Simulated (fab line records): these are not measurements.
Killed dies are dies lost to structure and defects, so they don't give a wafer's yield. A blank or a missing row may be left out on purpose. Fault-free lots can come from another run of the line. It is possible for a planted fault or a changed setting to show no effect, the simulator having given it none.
Matching of chambers :: flow n5_finfet :: N5_BEOL_M7_DESCUM_16 on rie_diel-02: 4 sister chambers
The step chemistry O2, time 7.9 s. 4 wafers are shown with their chamber, then 8 later ones without.

== WAFERS WITH THEIR CHAMBER ==
wafer: L086.5
chamber: 1
oes_product_au (a.u.): 0.93

wafer: L087.3
chamber: 0
oes_product_au (a.u.): 0.76

wafer: L085.6
chamber: 2
oes_product_au (a.u.): 0.71

wafer: L088.3
chamber: 3
oes_product_au (a.u.): 0.68

== WAFERS WITHOUT THEIR CHAMBER ==
wafer: L088.5
oes_product_au (a.u.): 0.70

wafer: L088.6
oes_product_au (a.u.): 0.68

wafer: L090.1
oes_product_au (a.u.): 0.74

wafer: L090.4
oes_product_au (a.u.): 0.68

wafer: L090.6
oes_product_au (a.u.): 0.75

wafer: L095.2
oes_product_au (a.u.): 0.70

wafer: L095.3
oes_product_au (a.u.): 0.75

wafer: L095.6
oes_product_au (a.u.): 0.91

== WHICH CHAMBER EACH ONE RAN IN ==
wafer: L088.5
from the rows above: can't be placed: 2 or 3
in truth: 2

wafer: L088.6
from the rows above: 3
in truth: 3

wafer: L090.1
from the rows above: can't be placed: 0 or 2
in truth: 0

wafer: L090.4
from the rows above: 3
in truth: 3

wafer: L090.6
from the rows above: 0
in truth: 0

wafer: L095.2
from the rows above: can't be placed: 2 or 3
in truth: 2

wafer: L095.3
from the rows above: 0
in truth: 0

wafer: L095.6
from the rows above: 1
in truth: 1
Correct placement for 5 of the 8. From these rows, 3 cannot be placed; in 3 the true chamber is one of the candidates. 0 placed wrongly.
How it was worked out, from the rows above alone: a wafer's distance from a chamber is the root of the sum, over the readings, of the square of ((its reading less the chamber's mean) divided by the reading's scatter). If the next closest chamber is less than 2 further off than the closest, the wafer can't be placed; otherwise it belongs to the closest. A chamber's mean is the mean of its shown wafers. The scatter (one wafer shown for each chamber): square how far every hidden wafer sits from the nearest shown wafer, average those squares and take the square root.
